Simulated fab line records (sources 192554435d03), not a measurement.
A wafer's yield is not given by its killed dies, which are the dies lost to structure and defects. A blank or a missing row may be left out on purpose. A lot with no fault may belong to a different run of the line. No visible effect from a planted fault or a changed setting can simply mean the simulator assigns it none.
fab line records -- flow n5-finfet -- part 1 of 2: steps 1 to 4 of 6
record: lots: 22, wafers: 66, last-day: 20
route steps=1938 shown DUMMY_GATE@240 SPACER0@258 SD_EPI_N@287 SD_EPI_P@306 SDB@363
lots that met no fault: from a run of the same line without faults
start-h: hours from the record's first day to the start of the lot's first wafer shown -- wait-h: hours from the lot's prior step to this one -- " repeats the value in the row above -- L1.1+2: several wafers, shown together as one row -- - value missing, or start not given -- * or withheld: withheld -- < > ~ a bound
route shown NAME@n: NAME is a module with steps in the file, n the number in the route of the first one -- usual: mean and standard deviation over wafers with no fault -- same: alike in all rows -- chamber/n: place in a boat -- sites: readings site by site -- _std_site: the values' standard deviation -- _edge_site: mean of outer sites minus mean of inner sites -- radius-mm: for every site, how far away it sits from the centre of the wafer -- mask NAME#n: copy n -- behind: the most recent tool/chamber to have shaped the wafer -- hold: why the lot went on hold/how many hours it stayed there/how the hold came to an end -- device: which transistor (n, p or np) failed to switch -- end of line: tests run on the same wafers once the route is complete -- for a step that has no rows: nothing shown but its recipe -- killed: not the wafer's yield, but the dies lost to structure and defects at the first sort -- map: shows each die of a wafer: x if killed, . if not, _ if none is there
set.NAME: the setting as run; set.NAME@STEP: as run at that earlier step -- model.NAME: the simulator's own value behind a step, which no gauge read
route steps across a sampled set of lots; one table per step, one row per wafer
services: from which hour (start-h, from the record's first day; less than 0 if before it) a tool's chamber was out of use, for how many hours, and why
== steps ==
step: N5_DUMMY_GATE_TRIM_49
recipe: chemistry: O2, resist: SOC, time-s: 29, target-cd-nm: 14, source-power-w: 300, bias-power-w: 0, O2_flow_sccm: 100, temp-c: 20
usual: O2_flow_sccm: 100.00/0.29, drypump-motor-current-A: 5.5/0.51, oes-product-au: 1.002/0.019, throttle-valve-pct: 8.15/0.16
same: bias-power-w: 0, time-s: 29
lot.wafer,tool,chamber,start-h,wait-h,O2_flow_sccm,drypump-motor-current-A,oes-product-au,rf-hours-counter-h,throttle-valve-pct
L074.2,rie-si-03,0,46.73,0.0,100.08,5.1,1.011,105,8.22
L074.5,rie-si-03,2,46.73,0.0,99.86,6.7,1.012,-,8.07
L074.6,rie-si-03,3,46.73,0.0,99.91,4.7,1.033,-,8.47
L075.2,rie-si-03,3,56.21,0.0,100.40,4.7,1.030,196,8.47
L075.3,rie-si-03,2,56.21,0.0,99.77,6.7,1.014,187,8.08
L075.4,rie-si-03,1,56.21,0.0,99.71,6.3,1.012,159,8.23
L076.1,rie-si-06,1,61.01,0.0,99.98,5.6,1.013,185,8.25
L076.2,rie-si-06,2,61.01,0.0,100.07,5.7,0.979,3,7.87
L076.4,rie-si-06,2,61.01,0.0,100.08,5.7,0.977,-,7.89
L078.1,rie-si-05,0,69.98,0.0,99.96,5.7,1.030,191,8.42
L078.3,rie-si-05,1,69.98,0.0,99.79,5.0,0.981,7,8.29
L078.5,rie-si-05,1,69.98,0.0,99.74,5.0,0.990,-,8.28
L079.3,rie-si-05,2,76.57,0.0,99.95,5.2,0.964,110,7.99
L079.5,rie-si-05,1,76.57,0.0,99.89,5.0,0.989,-,8.28
L079.6,rie-si-05,2,76.57,0.0,99.78,5.2,0.973,-,7.98
L080.3,rie-si-05,3,82.87,0.0,100.22,6.1,0.986,67,8.19
L080.5,rie-si-05,1,82.87,0.0,99.93,5.0,0.981,-,8.28
L080.6,rie-si-05,0,82.87,0.0,100.16,5.7,1.024,-,8.46
L081.1,rie-si-05,2,91.51,0.0,100.36,5.2,0.969,111,7.98
L081.3,rie-si-05,1,91.51,0.0,100.07,5.0,1.005,7,8.28
L081.6,rie-si-05,2,91.51,0.0,100.01,5.2,0.974,-,7.98
L082.1,rie-si-06,3,97.75,0.0,99.59,5.6,0.995,13,8.15
L082.3,rie-si-06,1,97.75,0.0,99.95,5.6,1.021,186,8.24
L082.4,rie-si-06,2,97.75,0.0,99.79,5.7,0.976,3,7.89
L083.1,rie-si-06,3,102.00,0.0,100.23,5.6,0.997,13,8.15
L083.4,rie-si-06,0,102.00,0.0,99.81,5.0,1.016,19,8.02
L083.6,rie-si-06,1,102.00,0.0,100.24,5.6,1.023,-,8.23
L084.1,rie-si-06,0,106.61,0.0,99.98,5.0,1.007,20,8.03
L084.2,rie-si-06,1,106.61,0.0,99.99,5.6,1.029,186,8.26
L084.4,rie-si-06,3,106.61,0.0,99.92,5.5,1.009,13,8.16
L085.2,rie-si-06,2,113.13,0.0,99.35,5.7,0.980,4,7.89
L085.3,rie-si-06,1,113.13,0.0,100.60,5.6,1.031,186,8.24
L085.6,rie-si-06,2,113.13,0.0,99.77,5.7,0.985,-,7.89
L086.1,rie-si-06,2,123.76,0.0,99.81,5.7,0.992,4,7.88
L086.4,rie-si-06,3,123.76,0.0,100.02,5.5,1.013,14,8.17
L086.6,rie-si-06,2,123.76,0.0,100.26,5.7,0.981,-,7.89
L087.2,rie-si-05,1,124.28,0.0,100.35,5.0,0.990,8,8.28
L087.3,rie-si-05,2,124.28,0.0,99.90,5.2,0.967,111,7.99
L087.5,rie-si-05,3,124.28,0.0,100.04,6.1,0.980,-,8.20
L089.2,rie-si-06,3,140.47,0.0,99.72,5.6,1.011,14,8.18
L089.4,rie-si-06,0,140.47,0.0,99.56,5.0,1.012,20,8.01
L089.5,rie-si-06,0,140.47,0.0,99.57,5.0,1.011,-,8.04
L090.1,rie-si-06,0,141.27,0.0,100.62,5.0,1.014,20,8.04
L090.4,rie-si-06,3,141.27,0.0,100.18,5.6,1.000,14,8.16
L090.5,rie-si-06,1,141.27,0.0,100.28,5.6,1.029,-,8.27
L091.1,rie-si-05,1,167.76,0.0,100.51,5.0,0.998,8,8.29
L091.4,rie-si-05,2,167.76,0.0,99.52,5.2,0.989,-,7.99
L091.6,rie-si-05,1,167.76,0.0,100.13,5.0,0.999,-,8.30
L092.1,rie-si-06,1,168.74,0.0,100.32,5.6,1.025,187,8.27
L092.2,rie-si-06,2,168.74,0.0,99.82,5.7,0.998,4,7.90
L092.5,rie-si-06,1,168.74,0.0,100.42,5.6,1.022,-,8.26
L093.1,rie-si-03,2,170.92,0.0,99.79,6.7,1.006,188,8.08
L093.3,rie-si-03,3,170.92,0.0,99.83,4.7,1.005,1,8.20
L093.5,rie-si-03,3,170.92,0.0,99.60,4.7,0.999,-,8.22
L094.1,rie-si-05,0,212.43,0.0,100.01,5.7,0.996,0,8.19
L094.4,rie-si-05,3,212.43,0.0,100.24,6.1,0.986,68,8.20
L094.5,rie-si-05,3,212.43,0.0,100.12,6.1,0.986,-,8.20
L095.1,rie-si-06,2,213.00,0.0,99.82,5.7,0.983,5,7.89
L095.2,rie-si-06,3,213.00,0.0,100.10,5.6,0.998,15,8.17
L095.4,rie-si-06,0,213.00,0.0,99.78,5.0,1.014,-,8.03
L096.1,rie-si-03,0,213.32,0.0,99.96,5.1,1.005,108,8.19
L096.2,rie-si-03,1,213.32,0.0,99.87,6.3,0.999,161,8.19
L096.3,rie-si-03,2,213.32,0.0,99.99,6.7,0.968,0,7.82
L097.4,rie-si-03,0,213.52,0.0,100.18,5.1,1.020,108,8.21
L097.5,rie-si-03,0,213.52,0.0,99.86,5.1,1.016,-,8.20
L097.6,rie-si-03,1,213.52,0.0,100.36,6.3,1.001,-,8.22
step: N5_DUMMY_GATE_ETCH_31
recipe: chemistry: C4F6/O2, target: SiO2, mask-material: SOC, target-depth-a: 825, time-s: 27.5, ion-energy-ev: 250, pressure-mtorr: 30, source-w: 345, bias-w: 185, Ar_flow_sccm: 300, C4F6_flow_sccm: 10, O2_flow_sccm: 10
usual: O2_flow_sccm: 10.002/0.025, drypump-motor-current-A: 5.7/0.42, oes-product-au: 0.78/0.086, rf-vpp-V: 663/5.9, showerhead-plenum-p-Torr: 2.83/0.082, throttle-valve-pct: 21.23/0.19
same: time-s: 27.5
lot.wafer,tool,chamber,start-h,wait-h,O2_flow_sccm,drypump-motor-current-A,oes-product-au,rf-hours-counter-h,rf-vpp-V,showerhead-plenum-p-Torr,throttle-valve-pct
L074.2,rie-diel-02,3,46.93,0.0,10.014,5.9,0.77,138,653,2.74,21.03
L074.5,rie-diel-02,2,46.93,0.0,9.969,6.0,0.93,-,666,2.80,21.16
L074.6,rie-diel-02,3,46.93,0.0,10.023,5.9,0.77,-,652,2.74,21.02
L075.2,rie-diel-03,3,56.41,0.0,9.981,5.5,0.74,139,671,2.97,21.30
L075.3,rie-diel-03,0,56.41,0.0,10.026,5.9,0.86,57,668,3.00,21.14
L075.4,rie-diel-03,1,56.41,0.0,9.990,5.7,0.76,143,662,2.86,21.53
L076.1,rie-diel-05,3,61.21,0.0,9.997,6.4,0.78,125,671,2.86,21.43
L076.2,rie-diel-05,1,61.21,0.0,9.988,5.3,0.97,6,671,2.92,20.88
L076.4,rie-diel-05,0,61.21,0.0,9.990,5.8,0.71,181,665,2.84,20.93
L078.1,rie-diel-02,0,70.19,0.1,10.000,4.8,0.70,222,667,2.92,21.42
L078.3,rie-diel-02,3,70.19,0.1,9.985,5.9,0.76,146,653,2.74,21.06
L078.5,rie-diel-02,0,70.19,0.1,9.983,4.8,0.69,-,665,2.92,21.39
L079.3,rie-diel-03,0,76.99,0.3,9.977,6.0,0.86,63,668,2.99,21.15
L079.5,rie-diel-03,0,76.99,0.3,9.969,5.9,0.86,-,668,2.99,21.16
L079.6,rie-diel-03,1,76.99,0.3,9.979,5.7,0.75,-,659,2.86,21.52
L080.3,rie-diel-05,3,83.07,0.0,9.984,6.3,0.77,132,672,2.85,21.46
L080.5,rie-diel-05,0,83.07,0.0,9.985,5.8,0.71,-,663,2.83,20.94
L080.6,rie-diel-05,3,83.07,0.0,10.007,6.4,0.77,-,671,2.85,21.43
L081.1,rie-diel-05,0,91.70,0.0,9.990,5.8,0.70,191,665,2.83,20.95
L081.3,rie-diel-05,2,91.70,0.0,10.042,6.2,0.68,244,668,2.81,21.46
L081.6,rie-diel-05,3,91.70,0.0,10.030,6.4,0.77,-,671,2.85,21.45
L082.1,rie-diel-02,3,97.94,0.0,10.011,5.9,0.76,154,652,2.73,21.06
L082.3,rie-diel-02,2,97.94,0.0,10.000,6.0,0.90,38,667,2.79,21.18
L082.4,rie-diel-02,1,97.94,0.0,10.024,5.6,0.77,-,659,2.73,21.34
L083.1,rie-diel-03,0,102.44,0.3,9.997,5.9,0.85,70,668,2.99,21.16
L083.4,rie-diel-03,1,102.44,0.3,9.985,5.8,0.75,157,659,2.86,21.54
L083.6,rie-diel-03,0,102.44,0.3,10.022,5.9,0.85,-,667,2.99,21.15
L084.1,rie-diel-03,1,106.80,0.0,9.990,5.7,0.73,158,661,2.86,21.55
L084.2,rie-diel-03,3,106.80,0.0,10.018,5.5,0.72,153,670,2.97,21.33
L084.4,rie-diel-03,0,106.80,0.0,9.986,5.9,0.82,72,667,2.99,21.14
L085.2,rie-diel-05,2,113.33,0.0,9.997,6.2,0.68,253,667,2.80,21.49
L085.3,rie-diel-05,1,113.33,0.0,10.040,5.3,0.91,25,670,2.91,20.91
L085.6,rie-diel-05,2,113.33,0.0,9.996,6.2,0.67,-,668,2.80,21.48
L086.1,rie-diel-02,0,123.96,0.0,10.021,4.8,0.68,238,664,2.91,21.41
L086.4,rie-diel-02,3,123.96,0.0,9.987,5.9,0.74,165,652,2.73,21.07
L086.6,rie-diel-02,1,123.96,0.0,10.005,5.6,0.76,-,659,2.73,21.33
L087.2,rie-diel-05,0,124.48,0.0,10.011,5.9,0.69,202,664,2.83,20.98
L087.3,rie-diel-05,1,124.48,0.0,10.016,5.3,0.92,28,672,2.91,20.93
L087.5,rie-diel-05,3,124.48,0.0,9.977,6.4,0.77,-,672,2.85,21.45
L089.2,rie-diel-02,0,140.71,0.0,10.026,4.8,0.68,243,665,2.91,21.43
L089.4,rie-diel-02,1,140.71,0.0,10.023,5.6,0.76,148,657,2.73,21.35
L089.5,rie-diel-02,3,140.71,0.0,9.984,5.9,0.74,-,651,2.73,21.07
L090.1,rie-diel-02,1,141.47,0.0,9.959,5.6,0.76,149,659,2.73,21.35
L090.4,rie-diel-02,3,141.47,0.0,9.981,5.9,0.74,170,653,2.73,21.08
L090.5,rie-diel-02,1,141.47,0.0,9.948,5.6,0.76,-,659,2.73,21.33
L091.1,rie-diel-02,1,168.21,0.1,10.011,5.6,0.76,152,657,2.73,21.36
L091.4,rie-diel-02,2,168.21,0.1,10.042,6.0,0.86,56,666,2.78,21.21
L091.6,rie-diel-02,0,168.21,0.1,9.987,4.8,0.68,-,666,2.91,21.43
L092.1,rie-diel-02,3,169.05,0.1,9.973,5.9,0.74,174,652,2.73,21.10
L092.2,rie-diel-02,1,169.05,0.1,10.073,5.6,0.75,153,658,2.73,21.37
L092.5,rie-diel-02,0,169.05,0.1,10.003,4.8,0.68,-,664,2.91,21.42
L093.1,rie-diel-02,3,171.52,0.4,10.017,5.9,0.74,175,651,2.73,21.08
L093.3,rie-diel-02,1,171.52,0.4,10.008,5.6,0.74,154,659,2.73,21.36
L093.5,rie-diel-02,2,171.52,0.4,9.995,6.1,0.86,-,664,2.78,21.20
L094.1,rie-diel-02,2,212.92,0.2,9.988,6.0,0.86,65,665,2.78,21.23
L094.4,rie-diel-02,1,212.92,0.2,9.998,5.6,0.75,162,658,2.72,21.36
L094.5,rie-diel-02,3,212.92,0.2,9.976,5.9,0.73,-,653,2.72,21.10
L095.1,rie-diel-03,0,213.27,0.1,10.008,5.9,0.81,99,667,2.98,21.19
L095.2,rie-diel-03,1,213.27,0.1,9.994,5.7,0.71,189,660,2.84,21.58
L095.4,rie-diel-03,3,213.27,0.1,9.977,5.5,0.70,183,671,2.95,21.36
L096.1,rie-diel-02,3,213.73,0.2,10.067,5.9,0.72,183,651,2.72,21.08
L096.2,rie-diel-02,1,213.73,0.2,10.033,5.6,0.74,162,659,2.72,21.39
L096.3,rie-diel-02,0,213.73,0.2,10.017,4.8,1.00,2,664,2.90,21.06
L097.4,rie-diel-05,3,214.09,0.1,10.012,6.3,0.76,-,672,2.84,21.46
L097.5,rie-diel-05,0,214.09,0.1,10.032,5.8,0.68,-,665,2.82,20.99
L097.6,rie-diel-05,2,214.09,0.1,9.993,6.2,0.96,-,668,2.80,21.14
step: N5_SPACER0_ALD_07
recipe: material: SiNx, target-thk-a: 20, temp-c: 400, ald-precursor-family: SiH2I2, ald-co-reactant: N2/H2-plasma, pressure-torr: 2
usual: heater-power-w: 840/100
lot.wafer,tool,chamber,start-h,wait-h,heater-power-w
L074.2,ald-sin-03,2,48.38,0.7,1068
L074.5,ald-sin-03,3,48.38,0.7,717
L074.6,ald-sin-03,2,48.38,0.7,1079
L075.2,ald-sin-03,0,57.18,0.0,802
L075.3,ald-sin-03,1,57.18,0.0,845
L075.4,ald-sin-03,3,57.18,0.0,693
L076.1,ald-sin-04,2,61.98,0.0,967
L076.2,ald-sin-04,0,61.98,0.0,723
L076.4,ald-sin-04,3,61.98,0.0,983
L078.1,ald-sin-02,0,70.96,0.0,804
L078.3,ald-sin-02,2,70.96,0.0,760
L078.5,ald-sin-02,2,70.96,0.0,779
L079.3,ald-sin-04,3,79.08,1.4,952
L079.5,ald-sin-04,3,79.08,1.4,968
L079.6,ald-sin-04,0,79.08,1.4,711
L080.3,ald-sin-02,3,84.15,0.2,820
L080.5,ald-sin-02,2,84.15,0.2,759
L080.6,ald-sin-02,3,84.15,0.2,822
L081.1,ald-sin-04,3,92.47,0.0,975
L081.3,ald-sin-04,2,92.47,0.0,968
L081.6,ald-sin-04,3,92.47,0.0,992
L082.1,ald-sin-03,2,98.79,0.0,1030
L082.3,ald-sin-03,0,98.79,0.0,810
L082.4,ald-sin-03,1,98.79,0.0,842
L083.1,ald-sin-04,2,103.33,0.1,974
L083.4,ald-sin-04,3,103.33,0.1,962
L083.6,ald-sin-04,0,103.33,0.1,717
L084.1,ald-sin-02,1,107.60,0.0,832
L084.2,ald-sin-02,2,107.60,0.0,775
L084.4,ald-sin-02,0,107.60,0.0,794
L085.2,ald-sin-02,0,114.91,0.9,803
L085.3,ald-sin-02,2,114.91,0.9,758
L085.6,ald-sin-02,2,114.91,0.9,765
L086.1,ald-sin-02,3,124.72,0.0,805
L086.4,ald-sin-02,1,124.72,0.0,847
L086.6,ald-sin-02,1,124.72,0.0,809
L087.2,ald-sin-03,1,125.55,0.0,846
L087.3,ald-sin-03,0,125.55,0.0,822
L087.5,ald-sin-03,0,125.55,0.0,811
L089.2,ald-sin-02,2,142.25,0.8,756
L089.4,ald-sin-02,3,142.25,0.8,827
L089.5,ald-sin-02,3,142.25,0.8,838
L090.1,ald-sin-02,2,142.79,0.6,757
L090.4,ald-sin-02,0,142.79,0.6,783
L090.5,ald-sin-02,0,142.79,0.6,788
L091.1,ald-sin-02,1,169.17,0.2,832
L091.4,ald-sin-02,3,169.17,0.2,840
L091.6,ald-sin-02,3,169.17,0.2,842
L092.1,ald-sin-03,1,171.26,1.2,846
L092.2,ald-sin-03,2,171.26,1.2,1054
L092.5,ald-sin-03,3,171.26,1.2,715
L093.1,ald-sin-02,1,172.81,0.4,848
L093.3,ald-sin-02,3,172.81,0.4,838
L093.5,ald-sin-02,2,172.81,0.4,750
L094.1,ald-sin-04,2,213.69,0.0,979
L094.4,ald-sin-04,3,213.69,0.0,966
L094.5,ald-sin-04,3,213.69,0.0,951
L095.1,ald-sin-02,2,214.25,0.0,710
L095.2,ald-sin-02,1,214.25,0.0,838
L095.4,ald-sin-02,0,214.25,0.0,781
L096.1,ald-sin-04,1,214.65,0.0,874
L096.2,ald-sin-04,0,214.65,0.0,734
L096.3,ald-sin-04,2,214.65,0.0,999
L097.4,ald-sin-03,3,215.18,0.1,705
L097.5,ald-sin-03,1,215.18,0.1,831
L097.6,ald-sin-03,2,215.18,0.1,1081
step: N5_SD_EPI_N_VAPOR_ETCH_50
recipe: chemistry: HCl, target: Si, temp-c: 775, time-s: 54, pressure-torr: 20, mode: isotropic
usual: throttle-valve-pct: 12.1/0.3
same: time-s: 54
lot.wafer,tool,chamber,start-h,wait-h,throttle-valve-pct
L074.2,epi-rpcvd-01,0,50.96,0.3,11.6
L074.5,epi-rpcvd-01,0,50.96,0.3,11.9
L074.6,epi-rpcvd-01,0,50.96,0.3,11.9
L075.2,epi-rpcvd-04,0,59.87,0.4,12.4
L075.3,epi-rpcvd-04,0,59.87,0.4,12.3
L075.4,epi-rpcvd-04,0,59.87,0.4,11.9
L076.1,epi-rpcvd-01,0,64.40,0.3,11.9
L076.2,epi-rpcvd-01,0,64.40,0.3,12.0
L076.4,epi-rpcvd-01,0,64.40,0.3,11.8
L078.1,epi-rpcvd-02,0,73.38,0.3,12.5
L078.3,epi-rpcvd-02,0,73.38,0.3,12.4
L078.5,epi-rpcvd-02,0,73.38,0.3,12.7
L079.3,epi-rpcvd-01,0,81.68,0.2,11.7
L079.5,epi-rpcvd-01,0,81.68,0.2,11.8
L079.6,epi-rpcvd-01,0,81.68,0.2,11.7
L080.3,epi-rpcvd-02,0,86.76,0.2,12.4
L080.5,epi-rpcvd-02,0,86.76,0.2,12.5
L080.6,epi-rpcvd-02,0,86.76,0.2,12.5
L081.1,epi-rpcvd-04,0,95.19,0.3,11.9
L081.3,epi-rpcvd-04,0,95.19,0.3,12.0
L081.6,epi-rpcvd-04,0,95.19,0.3,12.1
L082.1,epi-rpcvd-04,0,101.34,0.3,12.3
L082.3,epi-rpcvd-04,0,101.34,0.3,12.1
L082.4,epi-rpcvd-04,0,101.34,0.3,12.0
L083.1,epi-rpcvd-04,0,105.94,0.3,12.0
L083.4,epi-rpcvd-04,0,105.94,0.3,12.1
L083.6,epi-rpcvd-04,0,105.94,0.3,12.0
L084.1,epi-rpcvd-01,0,110.14,0.4,11.7
L084.2,epi-rpcvd-01,0,110.14,0.4,12.2
L084.4,epi-rpcvd-01,0,110.14,0.4,11.6
L085.2,epi-rpcvd-01,0,117.59,0.3,11.6
L085.3,epi-rpcvd-01,0,117.59,0.3,11.8
L085.6,epi-rpcvd-01,0,117.59,0.3,11.5
L086.1,epi-rpcvd-04,0,127.83,0.3,12.3
L086.4,epi-rpcvd-04,0,127.83,0.3,12.2
L086.6,epi-rpcvd-04,0,127.83,0.3,12.1
L087.2,epi-rpcvd-01,0,128.63,0.3,11.8
L087.3,epi-rpcvd-01,0,128.63,0.3,11.7
L087.5,epi-rpcvd-01,0,128.63,0.3,11.8
L089.2,epi-rpcvd-04,0,144.86,0.3,12.2
L089.4,epi-rpcvd-04,0,144.86,0.3,12.0
L089.5,epi-rpcvd-04,0,144.86,0.3,12.1
L090.1,epi-rpcvd-02,0,145.39,0.3,12.3
L090.4,epi-rpcvd-02,0,145.39,0.3,12.4
L090.5,epi-rpcvd-02,0,145.39,0.3,12.2
L091.1,epi-rpcvd-02,0,171.61,0.3,12.2
L091.4,epi-rpcvd-02,0,171.61,0.3,12.5
L091.6,epi-rpcvd-02,0,171.61,0.3,12.5
L092.1,epi-rpcvd-01,0,173.69,0.3,11.8
L092.2,epi-rpcvd-01,0,173.69,0.3,12.0
L092.5,epi-rpcvd-01,0,173.69,0.3,11.9
L093.1,epi-rpcvd-02,0,175.36,0.3,12.5
L093.3,epi-rpcvd-02,0,175.36,0.3,12.5
L093.5,epi-rpcvd-02,0,175.36,0.3,12.2
L094.1,epi-rpcvd-02,0,216.36,0.4,12.7
L094.4,epi-rpcvd-02,0,216.36,0.4,12.7
L094.5,epi-rpcvd-02,0,216.36,0.4,12.3
L095.1,epi-rpcvd-04,0,217.08,0.5,12.3
L095.2,epi-rpcvd-04,0,217.08,0.5,12.3
L095.4,epi-rpcvd-04,0,217.08,0.5,12.1
L096.1,epi-rpcvd-01,0,217.11,0.3,12.1
L096.2,epi-rpcvd-01,0,217.11,0.3,11.8
L096.3,epi-rpcvd-01,0,217.11,0.3,11.8
L097.4,epi-rpcvd-02,0,219.41,0.2,12.3
L097.5,epi-rpcvd-02,0,219.41,0.2,12.6
L097.6,epi-rpcvd-02,0,219.41,0.2,12.4
